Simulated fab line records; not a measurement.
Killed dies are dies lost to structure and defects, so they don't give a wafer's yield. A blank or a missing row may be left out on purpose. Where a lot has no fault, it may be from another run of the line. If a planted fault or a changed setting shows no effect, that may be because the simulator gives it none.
A struck lot beside a sound one + flow n5 finfet + 45 steps out of a route of 1938
Sound: the wafers L434.1, L434.2, L434.6. Struck: wafers L440.2, L440.3, L440.4. Last of all comes the cause.
Per side, at each step with rows, come the tool, then ch with its chambers, and then its first start. Under that, the readings that differ: sound wafers + struck wafers + difference of the means + sigmas: that difference in standard deviations of wafers without a fault.
alike: readings whose means differ by less than 2 such deviations, and words and numbers that are the same on both sides. not compared: withheld readings, readings that some wafer has no value for, bounds like >300 that may hide the same value, and numbers for which the record gives no deviation and whose values overlap.
A row with sigmas, a row that says differs or no value, or rows on one side alone: a step with any of these is where the two part. When numbers do not overlap yet have no deviation, they are printed without sigmas and do not part them. A reading missing from all wafers of one side parts the sides only when that side holds two or more wafers.

first, 12 steps without rows for these wafers: N5_BEOL_M1_DESCUM_33 (chemistry O2, time 7 s); N5_BEOL_M1_ETCH_77 (etches underlayer in N2/H2, target depth 6.5 nm, time 5.2 s); N5_BEOL_M1_ETCH_69 (etches SiARC in CF4, target depth 15.6 nm, time 26 s); N5_BEOL_M1_ALD_98 (deposits SiO2, target thk 2.5 nm, pulse time 1 s, co reactant pulse time 1 s); N5_BEOL_M1_ETCHBACK_99 (etches SiO2 in CHF3, target depth 5 nm, time 10.4 s); N5_BEOL_M1_ETCH_70 (etches SOC in N2/H2, target depth 80 nm, overetch 16 nm, time 120 s); N5_BEOL_M1_STRIP_71 (strips in N2/H2); N5_BEOL_M1_STRIP_78 (strips in N2/H2); N5_BEOL_M1_VIA_ETCH_34 (etches the open film in C4F6/O2, target depth 67.8 nm, time 64.4 s); N5_BEOL_M1_STRIP_83 (strips in C4F6/O2); N5_BEOL_M1_STRIP_36 (strips in N2/H2); N5_BEOL_M1_TRENCH_ETCH_37 (etches SiOC in C4F6/O2, target depth 55.207 nm, time 29 s).
N5_BEOL_M1_ETCH_41: etches SiCN in CH3F/O2, target depth 31.9 nm, time 57.8 s.
  sound on rie diel-05 ch 1,3, day 9 08:07; struck on rie diel-05 ch 0,1,2, day 10 09:44
  no value came back on the struck wafers for any of 7 readings (CH3F_flow_sccm (sccm), O2_flow_sccm (sccm) and others); on the sound wafers CH3F_flow_sccm (sccm) reads 29.97 29.93 30.17
  not compared: rf hours counter h
then, 27 steps without rows for these wafers: N5_BEOL_M1_STRIP_97 (strips in N2/H2, time 10 s); N5_BEOL_M1_HM_STRIP_39 (strips TiN in peroxide tin strip, target depth 25 nm, time 158 s); N5_BEOL_M1_SRD_40 (time 30 s); N5_BEOL_M1_PRECLEAN_42 (cleans in residue remover, time 60 s); N5_BEOL_M1_SRD_43 (time 30 s); N5_BEOL_M1_DEGAS_44 (time 60 s); N5_BEOL_M1_PRE_CLEAN_45 (time 30 s); N5_BEOL_M1_ALD_84 (deposits TaN, pulse time 2 s, purge time 3 s, co reactant purge time 2 s); N5_BEOL_M1_SURFACE_TREAT_85; N5_BEOL_M1_CVD_47 (deposits Co from CCTBA/H2, target thk 3 nm, time 223.8 s); N5_BEOL_M1_SPUTTER_48 (material Cu, target thk 4.5 nm, time 8.29 s); N5_BEOL_M1_ANNEAL_49 (time 240 s); N5_BEOL_M1_SPUTTER_79 (material Cu, target thk 4.5 nm, time 8.29 s); N5_BEOL_M1_ANNEAL_80 (time 240 s); N5_BEOL_M1_SPUTTER_81 (material Cu, target thk 4.5 nm, time 8.29 s); N5_BEOL_M1_ANNEAL_82 (time 240 s); N5_BEOL_M1_SPUTTER_86 (material Cu, target thk 4.5 nm, time 8.29 s); N5_BEOL_M1_ANNEAL_87 (time 240 s); N5_BEOL_M1_SPUTTER_88 (material Cu, target thk 4.5 nm, time 8.29 s); N5_BEOL_M1_ANNEAL_89 (time 240 s); N5_BEOL_M1_SPUTTER_90 (material Cu, target thk 4.5 nm, time 8.29 s); N5_BEOL_M1_ANNEAL_91 (time 240 s); N5_BEOL_M1_SPUTTER_92 (material Cu, target thk 4.5 nm, time 8.29 s); N5_BEOL_M1_ANNEAL_93 (time 240 s); N5_BEOL_M1_SPUTTER_94 (material Cu, target thk 4.5 nm, time 8.29 s); N5_BEOL_M1_ANNEAL_95 (time 240 s); N5_BEOL_M1_SPUTTER_96 (material Cu, target thk 4.5 nm, time 8.29 s).
N5_BEOL_M1_CMP_52: polishes, stops on SiOC, t overpolish 6.8 s, target thk 40 nm.
  sound on cmp-04 ch 1,2, day 9 11:32; struck on cmp-04 ch 1,2,3, day 10 13:26
| reading                                | sound        | struck       | difference | sigmas |
|----------------------------------------|--------------|--------------|------------|--------|
| model.Cu_of_BEOL_M1_ECD_50.thk nm (nm) | 39 39.2 40.4 | 30.6 32.2 33 | -7.6       |        |
  alike: barrier field endpoint s, motor current A, overpolish run s, platen rpm, retaining ring pressure frac, time to endpoint s
N5_BEOL_M1_THK_MEAS_53: measures by xrf.
  sound on film metro-02, day 9 11:50; struck on film metro-02, day 10 13:43
| reading     | sound          | struck         | difference | sigmas |
|-------------|----------------|----------------|------------|--------|
| M1_THK (nm) | 39.6 39.9 41.1 | 30.7 32.6 33.3 | -8.0       | -6     |
N5_BEOL_M1_RS_MEAS_58: a four-point-probe measurement.
  sound on film metro-01, day 9 12:06; struck on film metro-01, day 10 14:02
| reading        | sound             | struck            | difference | sigmas |
|----------------|-------------------|-------------------|------------|--------|
| M1_RS (ohm/sq) | 0.692 0.684 0.659 | 0.951 0.893 0.863 | +0.224     | +8     |
N5_BEOL_M4_RC_MEAS_101:
  the record has rows for the sound wafers here (prober-02 ch 0, day 10 20:58) and none for the struck ones
-- the record jumps here: 6 days lie between the struck wafers' starts before and after (it left off in module BEOL_M4 and takes up again in module PASSIVATION, whose first step shown is number 1936 of the route) --
N5_PASSIVATION_PROBE_49:
  the record has rows for the struck wafers here (prober-01, day 16 19:21) and none for the sound ones

== WHERE THEY PART ==
At N5_BEOL_M1_ETCH_41 first; at N5_PASSIVATION_PROBE_49 last (within this record only).

WHY: what had been put in by the simulator
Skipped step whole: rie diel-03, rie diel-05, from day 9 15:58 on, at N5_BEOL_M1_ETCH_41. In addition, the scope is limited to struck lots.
